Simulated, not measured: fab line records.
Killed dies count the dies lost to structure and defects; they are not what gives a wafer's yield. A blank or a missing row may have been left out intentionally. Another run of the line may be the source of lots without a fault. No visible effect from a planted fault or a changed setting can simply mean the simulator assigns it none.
fab line records    flow n5-finfet
[record] lots = 12  wafers = 34  last-day = 17
route steps=1938 shown BEOL_M15@1818 MIM_TOP_ETCH@1851 MIM_BOT_LITHO@1863
lots that met no fault: taken from a fault-free run of the same line
start-h: hours from the record's first day to the start of the lot's first wafer shown    wait-h: hours from the lot's prior step to this one    " the same as in the row above    L1.1+2: several wafers, shown together as one row    - either no value or no given start    * or withheld: withheld    < > ~ a bound
route shown NAME@n: NAME is a module with steps in the file, n the number in the route of the first one    usual: mean and standard deviation over wafers with no fault    same: alike in all rows    chamber/n: place in a boat    sites: the reading at each site    _std_site: the standard deviation of these    _edge_site: inner sites' mean taken away from outer sites' mean    radius-mm: for every site, how far away it sits from the centre of the wafer    mask NAME#n: copy n    behind: tool/chamber where the wafer was last shaped    hold: why the lot was held/for how many hours/how that ended    device: the n, p or np transistor that did not switch    end of line: the same wafers' tests at the end of the route    step lacking rows: just its recipe    killed: the dies lost at the first sort to structure and to defects; this is not the yield of the wafer    map: shows each die of a wafer: x if killed, . if not, _ if none is there
set.NAME: setting as actually run; set.NAME@STEP: the setting as run at that earlier step    model.NAME: the simulator's own value behind a step, which no gauge read
a sample of lots followed through the steps of the route, with each step as a table and each wafer as a row
services: from which hour (start-h, from the record's first day; less than 0 if before it) a tool's chamber was out of use, for how many hours, and why
[[steps]]
[step N5_BEOL_M15_PRE_CLEAN_42]
[recipe] gas = H2/He  time-s = 30  temp-c = 300
[usual] heater-power-w = 458/46
lot.wafer  tool            chamber  start-h  wait-h  heater-power-w
L957.1     pvd-sputter-01  -        281.64   0.0     561
L957.4     "               -        "        "       469
L957.5     "               -        "        "       432
L961.1     pvd-sputter-02  -        286.93   0.0     398
L961.2     "               -        "        "       442
L961.6     "               -        "        "       443
L959.2     pvd-sputter-03  -        301.16   0.0     436
L959.3     "               -        "        "       459
L959.5     "               -        "        "       433
L962.1     pvd-sputter-01  -        301.38   0.0     413
L962.2     "               -        "        "       425
L962.5     "               -        "        "       427
L965.1     pvd-sputter-02  -        319.30   0.0     399
L965.2     "               -        "        "       444
L965.3     "               -        "        "       501
L966.4     pvd-sputter-01  -        319.53   0.0     422
L966.5     "               -        "        "       427
L968.4     pvd-sputter-03  -        319.92   0.0     437
L968.6     "               -        "        "       431
L967.2     pvd-sputter-02  -        327.02   0.0     440
L967.3     "               -        "        "       402
L967.4     "               -        "        "       509
L969.2     pvd-sputter-02  -        350.25   0.0     495
L969.4     "               -        "        "       391
L969.5     "               -        "        "       444
L974.2     pvd-sputter-03  -        380.53   0.0     502
L974.4     "               -        "        "       440
L974.5     "               -        "        "       444
L978.1     pvd-sputter-01  -        395.65   0.0     452
L978.3     "               -        "        "       421
L978.5     "               -        "        "       556
L979.1     pvd-sputter-01  -        398.46   0.0     564
L979.2     "               -        "        "       416
L979.5     "               -        "        "       452
[step N5_BEOL_M15_THK_MEAS_50]
[recipe] thk-meas-gauge = xrf  reads = Cu_of_BEOL_M15_ECD_47
[usual] M15_THK = 851/16
lot.wafer  tool           chamber  start-h  wait-h  M15_THK[nm]
L957.1     film-metro-02  -        284.71   -       844
L957.4     "              -        "        "       836
L957.5     "              -        "        "       849
L961.1     film-metro-02  -        288.31   -       860
L961.2     "              -        "        "       844
L961.6     "              -        "        "       854
L959.2     film-metro-02  -        302.31   -       866
L959.3     "              -        "        "       868
L959.5     "              -        "        "       856
L962.1     film-metro-02  -        302.85   -       847
L962.2     "              -        "        "       837
L962.5     "              -        "        "       853
L965.1     film-metro-02  -        320.45   -       861
L965.2     "              -        "        "       837
L965.3     "              -        "        "       853
L966.4     film-metro-02  -        321.09   -       839
L966.5     "              -        "        "       848
L968.4     film-metro-02  -        322.16   -       842
L968.6     "              -        "        "       849
L967.2     film-metro-01  -        328.17   -       869
L967.3     "              -        "        "       844
L967.4     "              -        "        "       839
L969.2     film-metro-01  -        352.40   -       877
L969.4     "              -        "        "       853
L969.5     "              -        "        "       878
L974.2     film-metro-02  -        381.68   -       857
L974.4     "              -        "        "       854
L974.5     "              -        "        "       820
L978.1     film-metro-01  -        396.80   -       830
L978.3     "              -        "        "       853
L978.5     "              -        "        "       869
L979.1     film-metro-02  -        399.72   -       841
L979.2     "              -        "        "       880
L979.5     "              -        "        "       884
[step N5_MIM_TOP_ETCH_ETCH_00]
[recipe] chemistry = Cl2/BCl3  target = TiN  target-depth-a = 385  ion-energy-ev = 150  pressure-mtorr = 10  icp-w = 1000  bias-w = 126  Cl2_flow_sccm = 53.25  bcl3-flow-sccm = 21.75  Ar_flow_sccm = 25
[usual] bias-w = 126.1/0.33  chamber-pressure-mTorr = 9.999/0.0095  drypump-motor-current-A = 5.6/0.47  oes-product-au = 0.78/0.081  rf-fwd-power-W = 994/3.3  throttle-valve-pct = 22.64/0.25
lot.wafer  tool          chamber  start-h  wait-h  bias-w  chamber-pressure-mTorr  drypump-motor-current-A  oes-product-au  rf-fwd-power-W  rf-hours-counter-h  throttle-valve-pct
L957.1     rie-metal-03  1        289.04   0.1     126.3   9.999                   5.6                      0.69            990             75                  22.26
L957.4     "             0        "        "       125.5   9.991                   5.3                      0.68            994             -                   22.58
L957.5     "             1        "        "       126.7   10.009                  5.6                      0.69            993             -                   22.27
L961.1     rie-metal-01  1        293.72   0.1     125.8   9.998                   5.7                      0.84            1000            19                  22.52
L961.2     "             0        "        "       126.4   9.985                   5.0                      0.84            999             16                  22.75
L961.6     "             0        "        "       126.0   10.006                  5.0                      0.84            994             -                   22.78
L959.2     rie-metal-03  0        306.92   0.1     125.9   9.985                   5.3                      0.67            991             81                  22.58
L959.3     "             1        "        "       126.6   9.993                   5.6                      0.70            999             -                   22.24
L959.5     "             1        "        "       126.1   9.989                   5.6                      0.70            999             -                   22.27
L962.1     rie-metal-02  0        306.99   0.1     126.2   10.007                  5.6                      0.80            992             38                  23.11
L962.2     "             1        "        "       126.4   10.006                  6.5                      0.91            992             10                  22.54
L962.5     "             0        "        "       125.9   10.019                  5.6                      0.81            993             -                   23.10
L965.1     rie-metal-02  1        324.47   0.1     125.8   9.996                   6.5                      0.90            993             11                  22.55
L965.2     "             0        "        "       126.7   9.984                   5.6                      0.80            992             40                  23.10
L965.3     "             0        "        "       126.5   10.007                  5.6                      0.79            989             -                   23.09
L966.4     rie-metal-01  0        324.60   0.1     126.2   10.004                  5.0                      0.83            990             -                   22.76
L966.5     "             1        "        "       125.3   9.997                   5.8                      0.83            1000            -                   22.54
L968.4     rie-metal-01  0        326.89   0.1     125.7   9.984                   5.0                      0.82            995             -                   22.76
L968.6     "             0        "        "       126.0   10.013                  5.0                      0.82            996             -                   22.75
L967.2     rie-metal-01  1        332.43   0.1     136.5   9.998                   5.7                      0.86            998             25                  22.55
L967.3     "             1        "        "       136.7   10.002                  5.7                      0.84            993             -                   22.54
L967.4     "             0        "        "       136.4   9.988                   5.0                      0.84            993             -                   22.76
L969.2     rie-metal-01  0        357.70   0.1     136.0   9.986                   5.0                      0.83            996             24                  22.77
L969.4     "             1        "        "       136.6   10.004                  5.7                      0.84            1001            -                   22.55
L969.5     "             1        "        "       136.3   10.006                  5.7                      0.84            1000            -                   22.53
L974.2     rie-metal-02  1        386.22   0.1     126.2   10.009                  6.6                      0.87            996             18                  22.55
L974.4     "             1        "        "       126.3   9.989                   6.6                      0.87            992             -                   22.55
L974.5     "             1        "        "       126.0   10.009                  6.5                      0.87            996             -                   22.55
L978.1     rie-metal-03  1        401.94   0.1     125.5   9.981                   5.6                      0.67            999             87                  22.29
L978.3     "             0        "        "       125.4   10.007                  5.3                      0.66            990             -                   22.63
L978.5     "             1        "        "       125.9   9.995                   5.6                      0.67            996             -                   22.28
L979.1     rie-metal-02  1        403.69   0.1     125.9   9.993                   6.5                      0.86            993             21                  22.55
L979.2     "             0        "        "       126.6   9.993                   5.6                      0.79            995             48                  23.13
L979.5     "             1        "        "       125.8   10.015                  6.5                      0.86            996             -                   22.57
[step N5_MIM_BOT_LITHO_OVL_MEAS_11]
[recipe] points-per-wafer = 44
[usual] MIM_BOT_OVL = 1/4.5
lot.wafer  tool        chamber  start-h  wait-h  MIM_BOT_OVL[nm]
L957.1     overlay-01  0        289.76   0.0     0
L957.4     "           0        "        "       -4
L957.5     "           0        "        "       -5
L961.1     overlay-01  0        294.44   0.0     3
L961.2     "           0        "        "       -2
L961.6     "           0        "        "       -2
L959.2     overlay-02  0        307.64   0.0     -2
L959.3     "           0        "        "       -3
L959.5     "           0        "        "       0
L962.1     overlay-01  0        307.68   0.0     1
L962.2     "           0        "        "       1
L962.5     "           0        "        "       0
L965.1     overlay-01  0        325.08   0.0     3
L965.2     "           0        "        "       0
L965.3     "           0        "        "       2
L966.4     overlay-01  0        325.34   0.0     4
L966.5     "           0        "        "       5
L968.4     overlay-01  0        327.60   0.0     2
L968.6     "           0        "        "       3
L967.2     overlay-01  0        333.02   0.0     2
L967.3     "           0        "        "       3
L967.4     "           0        "        "       -2
L969.2     overlay-01  0        358.42   0.0     1
L969.4     "           0        "        "       1
L969.5     "           0        "        "       -3
L974.2     overlay-01  0        386.93   0.0     -5
L974.4     "           0        "        "       -5
L974.5     "           0        "        "       -8
L978.1     overlay-01  0        402.65   0.0     3
L978.3     "           0        "        "       10
L978.5     "           0        "        "       6
L979.1     overlay-02  0        404.43   0.0     -4
L979.2     "           0        "        "       4
L979.5     "           0        "        "       2
[[services]]
tool            chamber  start-h  hours  kind
rie-metal-03    -        272.79   0.3    repair
rie-metal-02    -        297.91   1.1    repair
rie-metal-02    0        325.16   6.6    repair
rie-metal-03    1        330.96   1.0    repair
rie-metal-01    -        366.21   14.6   pm
pvd-sputter-03  -        366.39   1.0    repair
rie-metal-02    1        371.12   5.9    repair
rie-metal-01    0        386.27   23.8   repair
rie-metal-01    1        388.87   2.2    repair
[[key]]
[first-sign] step = N5_MIM_TOP_ETCH_ETCH_00  reading = bias-w  direction = up  sigmas = 31  usual = *  struck = *
effect none on later readings
met-at N5_MIM_TOP_ETCH_ETCH_00
struck-lots L967,L969
not-acting-at N5_BEOL_M15_PRE_CLEAN_42,N5_BEOL_M15_THK_MEAS_50,N5_MIM_BOT_LITHO_OVL_MEAS_11
onset-between 326.89 332.43
[fault] kind = process-parameter-drift  tool = rie-metal-01  chamber = -  onset-h = 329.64  steps = N5_MIM_TOP_ETCH_ETCH_00  channel = bias-w  offset = *  shape = step  end-h = 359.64  acts-in = *  stated = *
